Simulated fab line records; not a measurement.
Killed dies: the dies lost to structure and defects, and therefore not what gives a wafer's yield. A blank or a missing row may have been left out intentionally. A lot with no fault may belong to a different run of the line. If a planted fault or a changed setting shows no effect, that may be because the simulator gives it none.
Lot-split experiment / flow n5 finfet / route with 1938 steps; 7 lots, 21 wafers read

== THE SPLIT ITSELF ==
At N5_BEOL_M8_EXPOSE_08 (exposes mask M8), the setting dose mj was moved away from the recipe's 68.25 on 9 of the 21 wafers read, by -3.7% to +4.3%. This setting was run at the recipe's value on the other wafers.

== FROM THE SPLIT TO THE READING: what the file shows between them, 14 steps ==
- N5_BEOL_M8_PEB_09: peb time 60 s
- N5_BEOL_M8_DEVELOP_10: develop time 30 s
- N5_BEOL_M8_DESCUM_16: chemistry O2, time 7.9 s
- N5_BEOL_M8_ETCH_61: etches SiARC in CF4, target depth 45.5 nm, time 75.8 s
- N5_BEOL_M8_ETCH_62: etches SOC in N2/H2, target depth 110 nm, overetch 22 nm, time 165 s
- N5_BEOL_M8_STRIP_68: strips in N2/H2
- N5_BEOL_M8_STRIP_67: strips in CF4
- N5_BEOL_M8_HM_OPEN_17: chemistry Cl2/BCl3, target TiN, target depth 20 nm, overetch 6 nm
- N5_BEOL_M8_STRIP_19: strips in O2
- N5_BEOL_M8_CD_MEAS_18: pitch 80 nm, target cd 40 nm
- N5_BEOL_M8_COAT_63: time 60 s, resist thk 60 nm
- N5_BEOL_M8_COAT_64: time 60 s, resist thk 12 nm
- N5_BEOL_M8_PRECLEAN_42: cleans in residue remover, time 60 s
- N5_BEOL_M8_SRD_43: time 30 s

== THE READING ==
cd nm (nm) at N5_BEOL_M8_CD_MEAS_35, where the cd target is 40 nm. A value of 39.9 nm with a standard deviation of 0.53 nm is what fault-free wafers of this fab line usually give.

wafer=L076.1; tool, chamber at the split=arfi scanner-02, 0; dose mj as run=66.5; against the recipe=-2.6%; cd nm, nm=38.3; against lot-mates on the recipe=-1.6
wafer=L076.2; tool, chamber at the split=arfi scanner-02, 0; dose mj as run=68.25; against the recipe=recipe; cd nm, nm=39.9; against lot-mates on the recipe=-
wafer=L076.6; tool, chamber at the split=arfi scanner-02, 0; dose mj as run=66.5; against the recipe=-2.6%; cd nm, nm=37.9; against lot-mates on the recipe=-2.0
wafer=L080.1; tool, chamber at the split=arfi scanner-02, 0; dose mj as run=71.17; against the recipe=+4.3%; cd nm, nm=41.9; against lot-mates on the recipe=no lot-mate on the recipe
wafer=L080.2; tool, chamber at the split=arfi scanner-02, 0; dose mj as run=71.17; against the recipe=+4.3%; cd nm, nm=41.4; against lot-mates on the recipe=no lot-mate on the recipe
wafer=L080.5; tool, chamber at the split=arfi scanner-02, 0; dose mj as run=71.17; against the recipe=+4.3%; cd nm, nm=42.7; against lot-mates on the recipe=no lot-mate on the recipe
wafer=L074.4; tool, chamber at the split=arfi scanner-03, 0; dose mj as run=68.25; against the recipe=recipe; cd nm, nm=40.8; against lot-mates on the recipe=-
wafer=L074.5; tool, chamber at the split=arfi scanner-03, 0; dose mj as run=68.25; against the recipe=recipe; cd nm, nm=40.3; against lot-mates on the recipe=-
wafer=L074.6; tool, chamber at the split=arfi scanner-03, 0; dose mj as run=68.25; against the recipe=recipe; cd nm, nm=40.4; against lot-mates on the recipe=-
wafer=L084.2; tool, chamber at the split=arfi scanner-01, 0; dose mj as run=68.25; against the recipe=recipe; cd nm, nm=39.8; against lot-mates on the recipe=-
wafer=L084.3; tool, chamber at the split=arfi scanner-01, 0; dose mj as run=68.25; against the recipe=recipe; cd nm, nm=38.9; against lot-mates on the recipe=-
wafer=L084.6; tool, chamber at the split=arfi scanner-01, 0; dose mj as run=68.25; against the recipe=recipe; cd nm, nm=40.2; against lot-mates on the recipe=-
wafer=L088.1; tool, chamber at the split=arfi scanner-02, 0; dose mj as run=68.25; against the recipe=recipe; cd nm, nm=39.5; against lot-mates on the recipe=-
wafer=L088.2; tool, chamber at the split=arfi scanner-02, 0; dose mj as run=70.39; against the recipe=+3.1%; cd nm, nm=40.7; against lot-mates on the recipe=+1.2
wafer=L088.5; tool, chamber at the split=arfi scanner-02, 0; dose mj as run=70.39; against the recipe=+3.1%; cd nm, nm=41.2; against lot-mates on the recipe=+1.7
wafer=L093.1; tool, chamber at the split=arfi scanner-01, 0; dose mj as run=70.01; against the recipe=+2.6%; cd nm, nm=40.9; against lot-mates on the recipe=+0.9
wafer=L093.3; tool, chamber at the split=arfi scanner-01, 0; dose mj as run=68.25; against the recipe=recipe; cd nm, nm=39.8; against lot-mates on the recipe=-
wafer=L093.6; tool, chamber at the split=arfi scanner-01, 0; dose mj as run=68.25; against the recipe=recipe; cd nm, nm=40.1; against lot-mates on the recipe=-
wafer=L097.1; tool, chamber at the split=arfi scanner-01, 0; dose mj as run=65.72; against the recipe=-3.7%; cd nm, nm=37.3; against lot-mates on the recipe=-2.4
wafer=L097.2; tool, chamber at the split=arfi scanner-01, 0; dose mj as run=68.25; against the recipe=recipe; cd nm, nm=39.5; against lot-mates on the recipe=-
wafer=L097.6; tool, chamber at the split=arfi scanner-01, 0; dose mj as run=68.25; against the recipe=recipe; cd nm, nm=39.8; against lot-mates on the recipe=-

THE FIT
A straight line over all 21 wafers: cd nm changes by +0.528 nm for each +1% of dose mj; r = +0.92; the points scatter about the line by 0.51 nm.
The same after taking each lot's own level away (the mean of its wafers on the recipe; 18 wafers): +0.554 nm for each +1%; r = +0.95; scatter 0.34 nm.
According to that fit, moving dose mj by its largest amount changes the reading by 2.4 nm.
From 39.50 to 40.50 nm: that is the span of the lots' own levels, equal to 1.9 times the standard deviation above.
The two slopes agree, so the slope changes little with the lot-to-lot level.
Check: with one of the wafers moved furthest among these (-3.7%) left out of the fit, the line predicts -2.09 nm for it against its lot-mates. It came out at -2.35 nm against them.

== FURTHER SPLITS ON THESE WAFERS ==
Note: prior to the reading, these wafers also went through further splits. Each is held against what the fit with the lots' levels taken away leaves over:
other split on the same wafers=N5_BEOL_M7_TRENCH_ETCH_37 time s; wafers away from the commonest value=7; r with cd nm (lot level and that fit taken away)=+0.01
other split on the same wafers=N5_BEOL_M8_ILD_DEP_00 time s; wafers away from the commonest value=9; r with cd nm (lot level and that fit taken away)=+0.19

== THE WHOLE CHAIN: every reading that the file lists as answering this split, in the file's order ==
step=N5_BEOL_M8_ETCH_61; what it does=etches SiARC in CF4, target depth 45.5 nm, time 75.8 s; reading=BEOL_M8.cd offset nm (the simulator's own value, which no gauge read); change (the file's fit)=+0.508 nm for each +1% of the setting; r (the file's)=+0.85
step=N5_BEOL_M8_HM_OPEN_17; what it does=chemistry Cl2/BCl3, target TiN, target depth 20 nm, overetch 6 nm; reading=BEOL_M8.cd offset nm (the simulator's own value, which no gauge read); change (the file's fit)=+0.521 nm for each +1% of the setting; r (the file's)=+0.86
step=N5_BEOL_M8_CD_MEAS_18; what it does=pitch 80 nm, target cd 40 nm; reading=cd nm; change (the file's fit)=+0.547 nm for each +1% of the setting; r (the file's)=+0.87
step=N5_BEOL_M8_CD_MEAS_35; what it does=target cd 40 nm; reading=cd nm; change (the file's fit)=+0.554 nm for each +1% of the setting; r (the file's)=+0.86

== FILE'S OWN FIT ==
cd nm changes by +0.554 nm for each +1% of dose mj, r = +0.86.
